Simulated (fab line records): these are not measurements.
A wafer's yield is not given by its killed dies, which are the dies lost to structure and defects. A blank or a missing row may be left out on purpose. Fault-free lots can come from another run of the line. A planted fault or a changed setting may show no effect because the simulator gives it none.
fab line records | flow n5_finfet
record lots=10 | wafers=30 | last_day=17
route steps=1938 shown BEOL_M2@928 BEOL_M3@946 BEOL_M4@1111 PASSIVATION@1936
lots untouched by any fault: they come from a run of this same line in which no faults occurred
start_h: start of the lot's first displayed wafer, in hours after the record's first day | wait_h: how many hours have passed since the lot's step before this one | " same as the row above | L1.1+2: a single row standing in for several wafers | - no value present, or no start provided | * or withheld: withheld | < > ~ a bound
route shown NAME@n: names a module that has steps shown in the file, with the first one's number in the route | usual: average and standard deviation across the fault-free wafers | same: alike in all rows | chamber/n: place in a boat | sites: readings site by site | _std_site: the standard deviation of these | _edge_site: outer sites' mean less inner sites' | radius_mm: how far each site lies from the wafer's centre | mask NAME#n: copy n | behind: the last tool/chamber to shape the wafer | hold: reason for holding the lot/hours on hold/outcome of the hold | device: transistor that didn't switch, given as n, p or np | end of line: at the end of the route, the tests of the same wafers | a step without rows: its recipe alone | killed: not the wafer's yield, but the dies lost to structure and defects at the first sort | map: dies across one wafer; x = killed, . = not, _ = none there
set.NAME: the setting the step ran with; set.NAME@STEP: the setting that earlier step ran with | model.NAME: the simulator's own value behind a step, which no gauge read
a sample of lots followed through the steps of the route, with each step as a table and each wafer as a row
services: the hour from which a tool's chamber was out of use, counted from the record's first day as start_h (under 0 if before that day), plus the number of hours and why
## steps
# step N5_BEOL_M2_DEP_57
# recipe material=SiCN | target_thk_a=80 | temp_c=withheld | precursor=3MS/NH3 | pressure_torr=3 | rf_w=202 | time_s=14
# usual showerhead_plenum_p_Torr=3.667/0.011 | throttle_valve_pct=9.1/0.52
lot.wafer | tool     | chamber | start_h | wait_h | showerhead_plenum_p_Torr | throttle_valve_pct
L297.1    | pecvd-04 | 0       | 152.36  | 0.0    | 3.654                    | 9.1
L297.4    | "        | 1       | "       | "      | 3.657                    | 9.6
L297.6    | "        | 1       | "       | "      | 3.662                    | 9.8
L298.2    | pecvd-01 | 2       | 175.02  | 0.0    | 3.681                    | 9.0
L298.3    | "        | 0       | "       | "      | 3.651                    | 8.9
L298.5    | "        | 2       | "       | "      | 3.673                    | 9.2
L300.2    | pecvd-01 | 0       | 178.68  | 0.0    | 3.650                    | 8.7
L300.4    | "        | 0       | "       | "      | 3.656                    | 8.7
L300.6    | "        | 1       | "       | "      | 3.673                    | 9.4
L299.1    | pecvd-04 | 1       | 179.78  | 0.0    | 3.663                    | 10.1
L299.2    | "        | 2       | "       | "      | 3.688                    | 8.0
L299.5    | "        | 2       | "       | "      | 3.683                    | 7.8
L301.1    | pecvd-01 | 2       | 183.85  | 0.0    | 3.683                    | 9.1
L301.4    | "        | 2       | "       | "      | 3.663                    | 9.5
L301.5    | "        | 0       | "       | "      | 3.657                    | 8.8
L302.3    | pecvd-01 | 0       | 186.27  | 0.0    | 3.651                    | 9.0
L302.5    | "        | 1       | "       | "      | 3.668                    | 9.3
L302.6    | "        | 0       | "       | "      | 3.664                    | 9.1
L308.1    | pecvd-02 | 1       | 224.82  | 0.0    | 3.663                    | 9.1
L308.5    | "        | 1       | "       | "      | 3.671                    | 9.2
L308.6    | "        | 0       | "       | "      | 3.666                    | 10.0
L314.2    | pecvd-01 | 1       | 255.19  | 0.0    | 3.670                    | 9.2
L314.5    | "        | 1       | "       | "      | 3.671                    | 8.9
L314.6    | "        | 0       | "       | "      | 3.646                    | 8.7
L315.3    | pecvd-02 | 2       | 264.50  | 0.0    | 3.668                    | 8.8
L315.4    | "        | 0       | "       | "      | 3.676                    | 9.5
L315.5    | "        | 1       | "       | "      | 3.669                    | 9.0
L318.1    | pecvd-02 | 1       | 281.71  | 0.0    | 3.654                    | 9.1
L318.2    | "        | 0       | "       | "      | 3.669                    | 9.8
L318.5    | "        | 0       | "       | "      | 3.664                    | 9.9
# step N5_BEOL_M3_INSPECT_13
# recipe mode=adi | inspect_instrument=brightfield
# usual raw_defect_count=384/85
lot.wafer | tool              | chamber | start_h | wait_h | raw_defect_count
L297.1    | defect_inspect-01 | -       | 153.63  | 0.1    | 252
L297.4    | "                 | -       | "       | "      | 443
L297.6    | "                 | -       | "       | "      | 336
L298.2    | defect_inspect-02 | -       | 175.92  | 0.0    | 325
L298.3    | "                 | -       | "       | "      | 356
L298.5    | "                 | -       | "       | "      | 448
L300.2    | defect_inspect-02 | -       | 179.93  | 0.0    | 297
L300.4    | "                 | -       | "       | "      | 272
L300.6    | "                 | -       | "       | "      | 231
L299.1    | defect_inspect-02 | -       | 182.70  | 0.1    | 499
L299.2    | "                 | -       | "       | "      | 387
L299.5    | "                 | -       | "       | "      | 462
L301.1    | defect_inspect-02 | -       | 186.39  | 0.1    | 292
L301.4    | "                 | -       | "       | "      | 386
L301.5    | "                 | -       | "       | "      | 404
L302.3    | defect_inspect-01 | -       | 188.51  | 0.0    | 392
L302.5    | "                 | -       | "       | "      | 422
L302.6    | "                 | -       | "       | "      | 307
L308.1    | defect_inspect-02 | -       | 227.18  | 0.1    | 401
L308.5    | "                 | -       | "       | "      | 423
L308.6    | "                 | -       | "       | "      | 415
L314.2    | defect_inspect-01 | -       | 258.44  | 0.0    | 487
L314.5    | "                 | -       | "       | "      | 542
L314.6    | "                 | -       | "       | "      | 340
L315.3    | defect_inspect-01 | -       | 266.73  | 0.0    | 381
L315.4    | "                 | -       | "       | "      | 450
L315.5    | "                 | -       | "       | "      | 392
L318.1    | defect_inspect-01 | -       | 283.37  | 0.1    | 405
L318.2    | "                 | -       | "       | "      | 473
L318.5    | "                 | -       | "       | "      | 527
# step N5_BEOL_M3_EXPOSE_25
# recipe mask_id=V2 | na=0.33 | source_shape=quasar | sigma_inner=0.2 | sigma_outer=0.8 | polarization=unpolarized | defocus_nm=5 | dose_mj=63
# usual exposure_dose_mJ_cm2=63.4/0.45
lot.wafer | tool           | chamber | start_h | wait_h | mask | exposure_dose_mJ_cm2
L297.1    | euv_scanner-01 | 0       | 154.40  | -      | V2#0 | 63.8
L297.4    | "              | 0       | "       | "      | V2#0 | 63.8
L297.6    | "              | 0       | "       | "      | V2#0 | 63.8
L298.2    | euv_scanner-01 | 0       | 176.60  | -      | V2#0 | 63.7
L298.3    | "              | 0       | "       | "      | V2#0 | 63.6
L298.5    | "              | 0       | "       | "      | V2#0 | 63.7
L300.2    | euv_scanner-01 | 0       | 180.83  | -      | V2#0 | 63.8
L300.4    | "              | 0       | "       | "      | V2#0 | 63.8
L300.6    | "              | 0       | "       | "      | V2#0 | 63.8
L299.1    | euv_scanner-01 | 0       | 183.34  | -      | V2#0 | 63.7
L299.2    | "              | 0       | "       | "      | V2#0 | 63.8
L299.5    | "              | 0       | "       | "      | V2#0 | 63.7
L301.1    | euv_scanner-02 | 0       | 187.15  | -      | V2#0 | 62.8
L301.4    | "              | 0       | "       | "      | V2#0 | 62.8
L301.5    | "              | 0       | "       | "      | V2#0 | 62.9
L302.3    | euv_scanner-01 | 0       | 189.29  | -      | V2#0 | 63.8
L302.5    | "              | 0       | "       | "      | V2#0 | 63.8
L302.6    | "              | 0       | "       | "      | V2#0 | 63.7
L308.1    | euv_scanner-01 | 0       | 227.95  | -      | V2#0 | 68.4
L308.5    | "              | 0       | "       | "      | V2#0 | 68.5
L308.6    | "              | 0       | "       | "      | V2#0 | 68.4
L314.2    | euv_scanner-02 | 0       | 259.29  | -      | V2#0 | 62.8
L314.5    | "              | 0       | "       | "      | V2#0 | 62.8
L314.6    | "              | 0       | "       | "      | V2#0 | 62.8
L315.3    | euv_scanner-02 | 0       | 267.56  | -      | V2#0 | 62.9
L315.4    | "              | 0       | "       | "      | V2#0 | 62.9
L315.5    | "              | 0       | "       | "      | V2#0 | 62.9
L318.1    | euv_scanner-02 | 0       | 284.13  | -      | V2#0 | 62.8
L318.2    | "              | 0       | "       | "      | V2#0 | 62.8
L318.5    | "              | 0       | "       | "      | V2#0 | 62.9
# step N5_BEOL_M3_CD_MEAS_28
# recipe target_cd_nm=25.7 | landing_energy_ev=500 | detector=se_inlens | target_cd_y_nm=23.3 | polarity=opening
# usual cd_nm=25.80/0.24
# same landing_energy_ev=500
lot.wafer | tool      | chamber | start_h | wait_h | cd_nm
L297.1    | cd_sem-03 | 0       | 154.55  | -      | 25.63
L297.4    | "         | 0       | "       | "      | 25.66
L297.6    | "         | 0       | "       | "      | 25.78
L298.2    | cd_sem-02 | 0       | 176.74  | -      | 26.29
L298.3    | "         | 0       | "       | "      | 25.86
L298.5    | "         | 0       | "       | "      | 25.57
L300.2    | cd_sem-03 | 0       | 180.97  | -      | 25.33
L300.4    | "         | 0       | "       | "      | 26.13
L300.6    | "         | 0       | "       | "      | 26.09
L299.1    | cd_sem-02 | 0       | 183.48  | -      | 25.79
L299.2    | "         | 0       | "       | "      | 25.63
L299.5    | "         | 0       | "       | "      | 25.75
L301.1    | cd_sem-02 | 0       | 187.30  | -      | 25.70
L301.4    | "         | 0       | "       | "      | 26.12
L301.5    | "         | 0       | "       | "      | 25.77
L302.3    | cd_sem-03 | 0       | 189.42  | -      | 25.81
L302.5    | "         | 0       | "       | "      | 25.39
L302.6    | "         | 0       | "       | "      | 25.99
L308.1    | cd_sem-02 | 0       | 228.09  | -      | 16.52
L308.5    | "         | 0       | "       | "      | 18.97
L308.6    | "         | 0       | "       | "      | 22.55
L314.2    | cd_sem-02 | 0       | 259.43  | -      | 25.81
L314.5    | "         | 0       | "       | "      | 25.92
L314.6    | "         | 0       | "       | "      | 25.72
L315.3    | cd_sem-03 | 0       | 267.69  | -      | 25.71
L315.4    | "         | 0       | "       | "      | 25.85
L315.5    | "         | 0       | "       | "      | 25.35
L318.1    | cd_sem-03 | 0       | 284.28  | -      | 25.63
L318.2    | "         | 0       | "       | "      | 26.07
L318.5    | "         | 0       | "       | "      | 25.89
# step N5_BEOL_M3_ALD_98
# recipe material=SiO2 | target_thk_a=25 | temp_c=100 | ald_precursor_family=BDEAS | ald_co_reactant=O2-plasma | pulse_time_s=1 | co_reactant_pulse_time_s=1 | purge_time_s=2 | co_reactant_purge_time_s=2 | ald_cycles=17 | pressure_torr=2
# usual heater_power_w=72/7.1 | precursor_pulse_height_rel=1.001/0.02
lot.wafer | tool       | chamber | start_h | wait_h | heater_power_w | precursor_pulse_height_rel
L297.1    | ald_sin-04 | 0       | 155.50  | 0.7    | 66             | 0.979
L297.4    | "          | 2       | "       | "      | 60             | 1.018
L297.6    | "          | 2       | "       | "      | 60             | 1.019
L298.2    | ald_sin-04 | 1       | 179.14  | 2.2    | 76             | 1.003
L298.3    | "          | 2       | "       | "      | 60             | 0.962
L298.5    | "          | 1       | "       | "      | 76             | 0.977
L300.2    | ald_sin-04 | 1       | 182.02  | 0.8    | 76             | 0.989
L300.4    | "          | 2       | "       | "      | 60             | 1.017
L300.6    | "          | 2       | "       | "      | 61             | 1.016
L299.1    | ald_sin-04 | 2       | 183.81  | 0.1    | 61             | 0.984
L299.2    | "          | 1       | "       | "      | 75             | 0.991
L299.5    | "          | 2       | "       | "      | 61             | 0.964
L301.1    | ald_sin-01 | 2       | 188.21  | 0.7    | 79             | 1.009
L301.4    | "          | 1       | "       | "      | 73             | 1.021
L301.5    | "          | 3       | "       | "      | 84             | 0.981
L302.3    | ald_sin-04 | 0       | 189.68  | 0.1    | 68             | 0.990
L302.5    | "          | 1       | "       | "      | 77             | 1.003
L302.6    | "          | 0       | "       | "      | 67             | 1.021
L308.1    | ald_sin-01 | 3       | 228.56  | 0.3    | 83             | 0.988
L308.5    | "          | 1       | "       | "      | 72             | 1.003
L308.6    | "          | 2       | "       | "      | 79             | 1.008
L314.2    | ald_sin-04 | 1       | 259.69  | 0.1    | 76             | 1.007
L314.5    | "          | 1       | "       | "      | 76             | 1.033
L314.6    | "          | 2       | "       | "      | 61             | 0.982
L315.3    | ald_sin-01 | 2       | 267.94  | 0.1    | 80             | 1.028
L315.4    | "          | 1       | "       | "      | 74             | 1.005
L315.5    | "          | 1       | "       | "      | 73             | 0.998
L318.1    | ald_sin-04 | 2       | 284.56  | 0.1    | 61             | 1.043
L318.2    | "          | 1       | "       | "      | 71             | 1.028
L318.5    | "          | 0       | "       | "      | 64             | 0.989
# step N5_BEOL_M4_RC_MEAS_101
# usual DIBL_N=35.8/1.8 | DIBL_P=35.6/2 | IOFF_N=0.148/0.028 | IOFF_P=0.20/0.034 | ION_N=672/12 | ION_P=462/8.5 | SS_N=71.2/0.65 | SS_P=73.1/0.67 | VT_N=251/3.3 | VT_P=-251/3.8
lot.wafer | tool      | chamber | start_h | wait_h | DIBL_N[mV/V] | DIBL_P[mV/V] | IOFF_N[nA/um] | IOFF_P[nA/um] | ION_N[uA/um] | ION_P[uA/um] | SS_N[mV/dec] | SS_P[mV/dec] | VT_N[mV] | VT_P[mV]
L297.1    | prober-01 | 0       | 168.26  | 0.0    | 35.3         | 35.9         | 0.161         | 0.22          | 685          | 471          | 71.8         | 73.3         | 252      | -248
L297.4    | "         | 0       | "       | "      | 34.6         | 34.8         | 0.154         | 0.20          | 675          | 462          | 71.3         | 73.1         | 250      | -248
L297.6    | "         | 0       | "       | "      | 35.5         | 35.3         | 0.159         | 0.22          | 682          | 471          | 72.4         | 72.5         | 252      | -248
L298.2    | prober-01 | 0       | 192.61  | 0.2    | 36.3         | 34.1         | 0.138         | 0.20          | 662          | 464          | 71.5         | 73.2         | 253      | -248
L298.3    | "         | 0       | "       | "      | 36.9         | 34.5         | 0.141         | 0.21          | 675          | 469          | 70.9         | 73.8         | 253      | -248
L298.5    | "         | 0       | "       | "      | 38.3         | 36.7         | 0.175         | 0.24          | 677          | 468          | 71.1         | 73.7         | 247      | -248
L300.2    | prober-01 | 0       | 196.57  | 0.2    | 37.6         | 36.9         | 0.169         | 0.20          | 693          | 465          | 71.9         | 73.8         | 245      | -252
L300.4    | "         | 0       | "       | "      | 37.9         | 37.5         | 0.162         | 0.22          | 684          | 461          | 71.7         | 74.0         | 247      | -249
L300.6    | "         | 0       | "       | "      | 36.8         | 35.5         | 0.147         | 0.18          | 675          | 462          | 71.4         | 72.9         | 251      | -254
L299.1    | prober-01 | 0       | 199.23  | 0.0    | 36.3         | 37.7         | 0.161         | 0.19          | 686          | 464          | 71.5         | 72.9         | 250      | -256
L299.2    | "         | 0       | "       | "      | 35.4         | 38.2         | 0.152         | 0.20          | 674          | 463          | 71.5         | 72.6         | 252      | -254
L299.5    | "         | 0       | "       | "      | 36.7         | 37.9         | 0.165         | 0.19          | 671          | 461          | 71.0         | 73.1         | 250      | -256
L302.3    | prober-01 | 0       | 202.41  | 0.3    | 38.1         | 36.8         | 0.191         | 0.26          | 692          | 481          | 71.9         | 72.9         | 247      | -244
L302.5    | "         | 0       | "       | "      | 37.8         | 36.6         | 0.178         | 0.26          | 686          | 475          | 71.9         | 73.2         | 247      | -242
L302.6    | "         | 0       | "       | "      | 37.9         | 36.3         | 0.174         | 0.23          | 685          | 468          | 71.4         | 73.2         | 248      | -246
L301.1    | prober-02 | 0       | 203.75  | 0.0    | 33.2         | 32.1         | 0.111         | 0.16          | 667          | 459          | 70.4         | 72.0         | 254      | -256
L301.4    | "         | 0       | "       | "      | 34.2         | 33.6         | 0.129         | 0.19          | 674          | 467          | 70.5         | 72.8         | 250      | -250
L301.5    | "         | 0       | "       | "      | 34.0         | 32.3         | 0.116         | 0.16          | 655          | 453          | 70.5         | 72.6         | 254      | -253
L308.6    | prober-02 | 0       | 247.91  | 0.8    | 38.2         | 37.0         | 0.192         | 0.27          | 669          | 459          | 72.4         | 74.0         | 248      | -248
L314.2    | prober-02 | 0       | 273.91  | 0.2    | 36.9         | 35.4         | 0.152         | 0.17          | 679          | 453          | 70.9         | 73.3         | 251      | -255
L314.5    | "         | 0       | "       | "      | 36.9         | 36.1         | 0.153         | 0.18          | 675          | 451          | 71.9         | 72.9         | 252      | -254
L314.6    | "         | 0       | "       | "      | 35.5         | 35.7         | 0.140         | 0.18          | 682          | 465          | 71.0         | 73.2         | 251      | -252
L315.3    | prober-02 | 0       | 283.24  | 0.3    | 36.4         | 33.2         | 0.145         | 0.16          | 671          | 454          | 71.8         | 73.0         | 253      | -257
L315.4    | "         | 0       | "       | "      | 39.3         | 36.0         | 0.208         | 0.19          | 659          | 443          | 72.7         | 73.9         | 249      | -253
L315.5    | "         | 0       | "       | "      | 37.4         | 35.8         | 0.170         | 0.20          | 685          | 459          | 71.3         | 73.8         | 249      | -250
L318.1    | prober-02 | 0       | 310.71  | 0.0    | 34.5         | 34.1         | 0.145         | 0.19          | 673          | 471          | 70.7         | 72.4         | 249      | -249
L318.2    | "         | 0       | "       | "      | 35.1         | 35.6         | 0.163         | 0.21          | 687          | 470          | 70.5         | 72.9         | 246      | -247
L318.5    | "         | 0       | "       | "      | 35.3         | 35.2         | 0.164         | 0.21          | 692          | 469          | 70.9         | 72.9         | 247      | -247
# step N5_PASSIVATION_PROBE_49
# usual defect_limited_yield=91.3/1.5 | killed_at_M0_to_M3=34/11 | killed_at_M4_up=14/6.1 | killed_at_contacts=12/5.9 | killed_at_front_end=39/11 | killed_at_other=4/3.3 | killed_dies=102/18 | killed_on_rim=13/3.8 | killed_open=67/13 | killed_short=33/7.9 | sort_bin_5_function=5.1/1 | sort_bin_6_memory=3.3/0.7 | sort_n_pass=1077/19 | sort_yield_pct=91.3/1.6
# same gross_dies=1180 | killed_at_back_side=0 | sort_bin_4_leakage[%]=0 | sort_bin_8_speed[%]=0
lot.wafer | tool      | chamber | start_h | wait_h | defect_limited_yield[%] | killed_at_M0_to_M3 | killed_at_M4_up | killed_at_contacts | killed_at_front_end | killed_at_other | killed_dies | killed_on_rim | killed_open | killed_short | sort_bin_5_function[%] | sort_bin_6_memory[%] | sort_n_pass | sort_yield_pct[%]
L302.3    | prober-01 | -       | 298.52  | 0.1    | 93.3                    | 10                 | 15              | 9                  | 37                  | 8               | 79          | 13            | 58          | 19           | 3.6                    | 2.9                  | 1101        | 93.3
L302.5    | prober-01 | -       | 298.62  | 0.2    | 93.1                    | 17                 | 13              | 4                  | 41                  | 6               | 81          | 8             | 54          | 25           | 3.8                    | 3.0                  | 1099        | 93.1
L302.6    | prober-01 | -       | 298.67  | 0.3    | 89.9                    | 23                 | 26              | 12                 | 56                  | 2               | 119         | 18            | 74          | 43           | 5.8                    | 4.0                  | 1061        | 89.9
L308.1    | prober-02 | -       | 348.20  | 0.0    | 0                       | 1104               | 11              | 11                 | 45                  | 9               | 1180        | 152           | 64          | 35           | 96.9                   | 2.8                  | 0           | 0
L308.5    | prober-02 | -       | 348.40  | 0.2    | 0.7                     | 1135               | 7               | 5                  | 20                  | 5               | 1172        | 152           | 46          | 27           | 96.9                   | 1.9                  | 8           | 0.7
L308.6    | prober-02 | -       | 348.45  | 0.3    | 64.1                    | 359                | 20              | 3                  | 35                  | 7               | 424         | 117           | 58          | 30           | 33.3                   | 2.6                  | 756         | 64.1
L314.2    | prober-01 | -       | 382.66  | 0.1    | 90.1                    | 47                 | 13              | 13                 | 33                  | 11              | 117         | 15            | 74          | 43           | 5.9                    | 3.6                  | 1063        | 90.1
L314.5    | prober-01 | -       | 382.81  | 0.2    | 92.0                    | 42                 | 12              | 4                  | 33                  | 3               | 94          | 13            | 62          | 31           | 4.2                    | 3.5                  | 1086        | 92.0
L314.6    | prober-01 | -       | 382.86  | 0.3    | 91.6                    | 44                 | 18              | 2                  | 32                  | 3               | 99          | 15            | 58          | 35           | 4.2                    | 3.9                  | 1081        | 91.6
# killed by level:class
L302.3 FIN_SAQP:geometric_particle:open=10 STI_FIN_REVEAL:geometric_particle:open=9 MOL_CONTACT_COAG:geometric_particle:open=8 PASS1_CAP:geometric_particle:open=4 STARTING-WAFER:geometric_particle:open=4 STARTING-WAFER:geometric_particle:short=4 FIN_SAQP:geometric_particle:short=3 BEOL_M1:geometric_particle:open=3
L302.5 FIN_SAQP:geometric_particle:open=14 STI_FIN_REVEAL:geometric_particle:open=11 FIN_SAQP:geometric_particle:short=5 MOL_CONTACT_COAG:geometric_particle:open=4 BEOL_M1:geometric_particle:open=4 BEOL_M3:geometric_particle:open=3 BEOL_M2:geometric_particle:short=3 BEOL_M5:geometric_particle:open=3
L302.6 STI_FIN_REVEAL:geometric_particle:open=14 FIN_SAQP:geometric_particle:open=13 FIN_SAQP:geometric_particle:short=9 BEOL_M4:geometric_particle:short=8 BEOL_M5:geometric_particle:open=8 MOL_CONTACT_COAG:geometric_particle:open=7 BEOL_M1:geometric_particle:open=6 MOL_CONTACT_COAG:geometric_particle:short=5
L308.1 BEOL_M3:area_expose=1081 STI_FIN_REVEAL:geometric_particle:open=11 MOL_CONTACT_COAG:geometric_particle:open=9 FIN_SAQP:geometric_particle:short=8 BEOL_M4:geometric_particle:open=7 GATE_CUT:geometric_particle:short=6 BEOL_M0_SAQP:geometric_particle:short=6 STARTING-WAFER:geometric_particle:open=6
L308.5 BEOL_M3:area_expose=1098 BEOL_M3:geometric_particle:open=10 BEOL_M1:geometric_particle:open=7 GATE_CUT:geometric_particle:short=5 BEOL_M2:geometric_particle:open=5 MOL_CONTACT_COAG:geometric_particle:open=4 BEOL_M0_SAQP:geometric_particle:short=4 BEOL_M3:geometric_particle:short=4
L308.6 BEOL_M3:area_expose=335 FIN_SAQP:geometric_particle:open=7 STI_FIN_REVEAL:geometric_particle:open=7 BEOL_M0_SAQP:geometric_particle:open=6 BEOL_M1:geometric_particle:open=6 BEOL_M4:geometric_particle:short=6 BEOL_M2:geometric_particle:open=5 BEOL_M4:geometric_particle:open=5
L314.2 BEOL_M2:geometric_particle:open=13 MOL_CONTACT_COAG:geometric_particle:open=12 BEOL_M2:geometric_particle:short=12 BEOL_M3:geometric_particle:open=11 BEOL_M4:geometric_particle:open=9 PASS1_CAP:geometric_particle:short=7 BEOL_M0_SAQP:geometric_particle:short=6 FIN_SAQP:geometric_particle:open=5
L314.5 BEOL_M1:geometric_particle:open=9 STI_FIN_REVEAL:geometric_particle:open=8 BEOL_M0_SAQP:geometric_particle:short=8 BEOL_M3:geometric_particle:open=7 FIN_SAQP:geometric_particle:open=6 BEOL_M2:geometric_particle:short=6 BEOL_M4:geometric_particle:open=6 FIN_SAQP:geometric_particle:short=4
L314.6 BEOL_M2:geometric_particle:open=12 BEOL_M0_SAQP:geometric_particle:short=8 FIN_SAQP:geometric_particle:short=7 STI_FIN_REVEAL:geometric_particle:open=7 BEOL_M0_SAQP:geometric_particle:open=6 BEOL_M3:geometric_particle:open=6 FIN_SAQP:geometric_particle:open=5 BEOL_M4:geometric_particle:short=5
## services
tool           | chamber | start_h | hours | kind
euv_scanner-02 | -       | 130.83  | 5.8   | pm
euv_scanner-01 | -       | 145.95  | 8.0   | pm
euv_scanner-02 | -       | 157.43  | 1.0   | pm
euv_scanner-01 | -       | 159.88  | 1.0   | pm
euv_scanner-01 | -       | 161.50  | 0.3   | repair
pecvd-04       | -       | 164.08  | 1.0   | repair
pecvd-01       | 1       | 167.18  | 4.5   | repair
ald_sin-01     | 1       | 173.81  | 11.8  | repair
euv_scanner-02 | -       | 181.99  | 1.9   | repair
euv_scanner-02 | -       | 215.68  | 1.0   | pm
euv_scanner-01 | -       | 218.13  | 0.9   | repair
pecvd-01       | -       | 219.34  | 6.0   | pm
euv_scanner-02 | -       | 231.38  | 24.5  | repair
pecvd-01       | 2       | 234.42  | 2.5   | repair
ald_sin-01     | -       | 237.60  | 6.0   | pm
ald_sin-01     | -       | 253.18  | 2.8   | pm
euv_scanner-01 | -       | 261.75  | 1.1   | repair
ald_sin-04     | -       | 268.25  | 14.0  | pm
ald_sin-04     | 0       | 268.25  | 14.0  | vent_cycle
ald_sin-04     | 1       | 268.25  | 14.0  | vent_cycle
euv_scanner-02 | -       | 269.73  | 1.0   | pm
euv_scanner-01 | -       | 272.18  | 1.0   | pm
euv_scanner-02 | -       | 276.04  | 4.6   | pm
ald_sin-01     | 0       | 278.13  | 7.6   | repair
## key
first_sign step=N5_BEOL_M3_EXPOSE_25 | reading=exposure_dose_mJ_cm2 | direction=up | sigmas=11 | usual=63.4 | struck=68.4
effect step=N5_BEOL_M3_CD_MEAS_28 | reading=cd_nm | direction=down | sigmas=27 | usual=25.80 | struck=19.35 | through=control_loop
effect step=N5_PASSIVATION_PROBE_49 | reading=killed_at_M0_to_M3 | direction=up | sigmas=74 | usual=34 | struck=866
more_kills_born_at N5_BEOL_M3_EXPOSE_25@euv_scanner-01=2514
met_at N5_BEOL_M3_EXPOSE_25
struck_lots L308
later_rows_left_out L308.1,L308.5
loop_trim step=N5_BEOL_M3_EXPOSE_25 | setting=dose | lots=L308
not_acting_at N5_BEOL_M2_DEP_57,N5_BEOL_M3_INSPECT_13,N5_BEOL_M3_ALD_98
onset_between 189.29 227.95
earlier_fault kind=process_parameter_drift | tool=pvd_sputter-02 | chamber=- | onset_h=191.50 | steps=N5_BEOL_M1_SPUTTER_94 | channel=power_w | offset=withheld | shape=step | acts_in=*
fault kind=process_parameter_drift | tool=euv_scanner-01 | chamber=- | onset_h=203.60 | steps=N5_BEOL_M3_EXPOSE_25 | channel=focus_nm | offset=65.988 | spread_by_wafer=0.3 | shape=step
# later_rows_left_out: the simulator's readings of these wafers behind a module that went badly wrong aren't trusted and aren't shown, but for the sort
# loop_trim: a control loop set the setting to another value than it would have without faults
